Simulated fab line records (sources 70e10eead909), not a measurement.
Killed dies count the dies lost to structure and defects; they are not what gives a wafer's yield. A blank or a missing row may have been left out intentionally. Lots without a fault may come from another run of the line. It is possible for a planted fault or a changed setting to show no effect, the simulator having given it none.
Chamber matching ; flow nand harc ; NHARC_A_CHANNEL_FILL_D1_ALD_25 on ald hk-01: 4 sister chambers
The step deposits SiOx, target thk 60 nm, pulse time 10 s, ald cycles 600. 4 wafers are shown with their chamber, then 8 later ones without.

## EACH WAFER AND ITS CHAMBER
wafer;chamber;heater power w (W)
L933.6;1;502
L943.5;2;532
L943.6;3;559
L944.2;0;511

## WAFERS WITH NO CHAMBER GIVEN
wafer;heater power w (W)
L944.3;539
L944.5;511
L947.1;486
L947.3;552
L947.6;501
L948.2;516
L948.5;555
L948.6;499

## CHAMBER TAKEN BY EACH
wafer;from the rows above;in truth
L944.3;can't be placed: 2 or 3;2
L944.5;can't be placed: 0 or 1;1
L947.1;can't be placed: 1 or 0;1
L947.3;can't be placed: 3 or 2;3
L947.6;can't be placed: 1 or 0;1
L948.2;can't be placed: 0 or 1 or 2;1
L948.5;3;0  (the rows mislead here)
L948.6;can't be placed: 1 or 0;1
0 of 8 placed correctly. Not placeable from these rows: 7 (in 7, the candidates include the true chamber). Placed wrongly: 1.
How it was worked out, from the rows above alone: a wafer's distance from a chamber is the root of the sum, over the readings, of the square of ((its reading less the chamber's mean) divided by the reading's scatter). If the next closest chamber is less than 2 further off than the closest, the wafer can't be placed; otherwise it belongs to the closest. For every chamber, the mean is computed from those of its wafers that are shown. The scatter (one wafer shown for each chamber): square how far every hidden wafer sits from the nearest shown wafer, average those squares and take the square root.
